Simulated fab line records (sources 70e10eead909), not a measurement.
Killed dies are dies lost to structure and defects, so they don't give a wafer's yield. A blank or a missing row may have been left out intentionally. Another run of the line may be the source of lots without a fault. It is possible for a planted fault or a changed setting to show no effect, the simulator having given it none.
Which tool did it? ; flow nand harc ; 6 lots, 18 wafers sampled, at 3 steps of a route of 1159

## WHAT THE GAUGES SHOWED, per wafer
NHARC_A_SGD_CUT_CD_MEAS_09: the cd target is 100 nm.
lot;measured;on;cd nm (nm)
L969;day 14 04:23;cd sem-03;99.9 100.4 100.9
L973;day 15 19:25;cd sem-02;101.0 99.5 100.0
L980;day 17 11:05;cd sem-02;102.0 101.7 102.1
L984;day 17 23:06;cd sem-03;101.4 101.2 101.3
L985;day 18 16:37;cd sem-01;100.1 100.0 99.7
L989;day 19 19:25;cd sem-01;100.5 100.2 100.9

## WHICH TOOL RAN EACH LOT (tool, then ch and the chambers of the sampled wafers, then the start)
lot;NHARC_A_STAIRCASE_ETCHBACK_157;NHARC_A_SGD_CUT_EXPOSE_06
L969;rie diel-13 ch 0,2,3, day 14 02:35;arfi scanner-02 ch 0, day 14 04:14
L973;rie diel-13 ch 0,1,3, day 15 17:42;arfi scanner-01 ch 0, day 15 19:17
L980;rie diel-01 ch 0,1,3, day 17 09:32;arfi scanner-01 ch 0, day 17 10:56
L984;rie diel-01 ch 0,1,2, day 17 21:32;arfi scanner-01 ch 0, day 17 22:58
L985;rie diel-13 ch 0,1,3, day 18 14:44;arfi scanner-03 ch 0, day 18 16:28
L989;rie diel-01 ch 2,3, day 19 17:52;arfi scanner-02 ch 0, day 19 19:16
- NHARC_A_STAIRCASE_ETCHBACK_157: etches the open film in CH3F/O2, target depth 90 nm, time 167.14 s.
- NHARC_A_SGD_CUT_EXPOSE_06: exposes mask SGD.

## THE ANSWER, worked out from the rows above alone
Rule: usual is defined by the lots themselves. The widest of any qualifying gaps counts: lots, ordered by their means at a reading, are off when they make up no more than a third of the lots, leave a main group of 4 or more, and stand apart from it by 3 or more times the standard deviation of that group's means. If all means in a main group match to the digits the tables above print for the reading, that group is not used. Also off: a lot with no number at a reading for which 4 or more lots have one. Any other lot the step has rows for is counted as sound.
Off, at NHARC_A_SGD_CUT_CD_MEAS_09 on cd nm: L980, L984. For the main group the mean is 100.3 nm and the standard deviation 0.23.
A tool fits if, at a process step before that reading, it ran every lot that is off, and no sound lot after the first of them. Gauges at NHARC_A_SGD_CUT_CD_MEAS_09: tried the same way as those tools. One fits: NHARC_A_SGD_CUT_EXPOSE_06 on arfi scanner-01. A fault onset in the window from L973 (day 15 19:17, its last sound lot) to L980 (day 17 10:56, its first lot off) fits.

## WHAT THE SIMULATOR PUT IN
Process parameters drifting: arfi scanner-01 at NHARC_A_SGD_CUT_EXPOSE_06, beginning at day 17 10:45. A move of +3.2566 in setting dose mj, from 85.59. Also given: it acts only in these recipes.
Lots struck among those shown: L980, L984. Same finding as the rule above.
